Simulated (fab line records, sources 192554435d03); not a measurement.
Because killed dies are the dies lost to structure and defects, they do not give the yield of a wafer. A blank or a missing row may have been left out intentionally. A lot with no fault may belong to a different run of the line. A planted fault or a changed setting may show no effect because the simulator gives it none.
What tool caused it? -- flow n5 finfet -- 42 wafers from 14 lots sampled at 3 of the route's 1938 steps

== WHAT THE GAUGES SHOWED, per wafer ==
N5_BEOL_M12_CD_MEAS_10: target cd 140 nm. Usual: cd nm reads 140.2 nm (standard deviation 1.5).
lot,measured,on,cd nm (nm),flag
L634,day 11 01:13,cd sem-03,138.9 140.0 140.7,
L635,day 11 06:32,cd sem-01,138.8 139.7 140.2,
L637,day 11 15:00,cd sem-02,142.7 142.7 141.9,
L636,day 12 10:15,cd sem-02,- - -,OFF
L640,day 12 15:27,cd sem-03,- - -,OFF
L641,day 13 01:25,cd sem-03,140.0 138.7 139.3,
L643,day 14 00:02,cd sem-03,140.0 141.9 139.4,
L647,day 15 02:08,cd sem-01,139.4 138.9 140.9,
L646,day 15 09:48,cd sem-03,141.9 140.7 140.0,
L649,day 15 17:14,cd sem-03,140.1 139.4 139.0,
L651,day 16 03:29,cd sem-02,137.9 137.7 139.8,
L656,day 16 12:23,cd sem-03,138.1 136.5 140.1,
L653,day 16 16:30,cd sem-03,142.0 141.4 142.1,
L655,day 18 04:26,cd sem-02,142.4 140.4 138.5,

== TOOL THAT RAN EACH LOT (tool first, then ch and the chambers of the sampled wafers, then the start) ==
lot,N5_BEOL_M11_CMP_52,N5_BEOL_M12_DEVELOP_09
L634,"cmp-01 ch 2,3, day 11 00:19","litho track-03 ch 0, day 11 01:07"
L635,"cmp-03 ch 0,3, day 11 05:29","litho track-01 ch 0, day 11 06:25"
L637,"cmp-01 ch 0,2,3, day 11 14:04","litho track-01 ch 0, day 11 14:53"
L636,"cmp-01 ch 0,1,3, day 12 09:15","litho track-03, day 12 10:08"
L640,"cmp-01 ch 0,1,3, day 12 14:29","litho track-03, day 12 15:20"
L641,"cmp-04 ch 0,1,3, day 13 00:22","litho track-01 ch 0, day 13 01:19"
L643,"cmp-03 ch 0,1, day 13 23:02","litho track-03 ch 0, day 13 23:56"
L647,"cmp-03 ch 0,2, day 15 01:05","litho track-02 ch 0, day 15 02:01"
L646,"cmp-01 ch 0,1,3, day 15 08:45","litho track-01 ch 0, day 15 09:41"
L649,"cmp-01 ch 1,2,3, day 15 16:14","litho track-03 ch 0, day 15 17:08"
L651,"cmp-01 ch 1,2,3, day 16 02:31","litho track-03 ch 0, day 16 03:23"
L656,"cmp-01 ch 0,2,3, day 16 11:23","litho track-02 ch 0, day 16 12:17"
L653,"cmp-03 ch 0,2,3, day 16 15:35","litho track-03 ch 0, day 16 16:23"
L655,"cmp-04 ch 0,1,3, day 18 03:26","litho track-03 ch 0, day 18 04:19"
- N5_BEOL_M11_CMP_52: polishes, stops on SiCOH lowk, t overpolish 7 s, target thk 140 nm.
- N5_BEOL_M12_DEVELOP_09: develop time 45 s.

== AS READ BY THE TOOLS THEMSELVES (means over the sampled wafers that have a number; for cases with no such wafer, the mark the record gives instead) ==
N5_BEOL_M11_CMP_52. Usual: barrier field endpoint s 28.8 s, standard deviation 0.68; motor current A 6.3 A, standard deviation 0.56; overpolish run s 7.000 s, standard deviation 0.0085; platen rpm 50.00 rpm, standard deviation 0.031; time to endpoint s 65.6 s, standard deviation 2.5.
lot,tool,barrier field endpoint s (s),motor current A (A),overpolish run s (s),platen rpm (rpm),time to endpoint s (s),flag
L634,cmp-01,28.5,5.9,7.003,50.01,67.9,
L635,cmp-03,28.6,6.1,6.999,50.00,67.3,
L637,cmp-01,28.4,6.1,6.996,50.02,65.8,
L636,cmp-01,28.2,6.4,6.991,50.02,63.3,
L640,cmp-01,28.6,6.1,7.001,49.96,66.6,
L641,cmp-04,27.9,6.6,7.007,49.98,64.0,
L643,cmp-03,28.6,5.9,7.005,49.99,67.5,
L647,cmp-03,28.5,6.0,7.005,49.99,64.9,
L646,cmp-01,29.0,6.3,6.996,50.02,67.1,
L649,cmp-01,28.9,6.0,6.996,49.99,64.7,
L651,cmp-01,28.9,6.3,7.001,50.00,65.3,
L656,cmp-01,29.6,6.0,6.994,50.02,70.4,
L653,cmp-03,28.8,6.1,7.003,50.00,66.1,
L655,cmp-04,29.5,6.8,7.005,50.00,67.3,

N5_BEOL_M12_DEVELOP_09. Usual: chill plate temp C reads 23.00 C (standard deviation 0.1).
lot,tool,chill plate temp C (C),flag
L634,litho track-03,22.98,
L635,litho track-01,23.06,
L637,litho track-01,23.04,
L636,litho track-03,-,OFF
L640,litho track-03,-,OFF
L641,litho track-01,22.88,
L643,litho track-03,23.04,
L647,litho track-02,22.93,
L646,litho track-01,23.00,
L649,litho track-03,22.88,
L651,litho track-03,23.03,
L656,litho track-02,23.05,
L653,litho track-03,23.08,
L655,litho track-03,23.11,

== THE ANSWER, worked out from the rows above alone ==
Rule: a lot counts as off when the mean over its wafers that have a number is more than 3 standard deviations away from the usual mean. Also off: a lot with no number at a reading for which 4 or more lots have one. All remaining lots with rows at the step are treated as sound. Order of review: gauges by route order, followed by the tools' own readings, for which a lot's mean as printed above is used. The first step at which some lot is off is used, and at that step the reading that is off furthest; a lot without a number counts as furthest.
Off, at N5_BEOL_M12_CD_MEAS_10 on cd nm: L636, L640. Without a number there: L636, L640.
If a tool, at a process step before that reading, ran all the lots that are off and no sound lot after the first of them, it fits. Not tried: the gauges at N5_BEOL_M12_CD_MEAS_10; whatever is off there is also off at N5_BEOL_M12_DEVELOP_09, on other tools, and gauge error can't account for it. No candidate that was tried fits.

== WHAT THE SIMULATOR HAD PUT IN ==
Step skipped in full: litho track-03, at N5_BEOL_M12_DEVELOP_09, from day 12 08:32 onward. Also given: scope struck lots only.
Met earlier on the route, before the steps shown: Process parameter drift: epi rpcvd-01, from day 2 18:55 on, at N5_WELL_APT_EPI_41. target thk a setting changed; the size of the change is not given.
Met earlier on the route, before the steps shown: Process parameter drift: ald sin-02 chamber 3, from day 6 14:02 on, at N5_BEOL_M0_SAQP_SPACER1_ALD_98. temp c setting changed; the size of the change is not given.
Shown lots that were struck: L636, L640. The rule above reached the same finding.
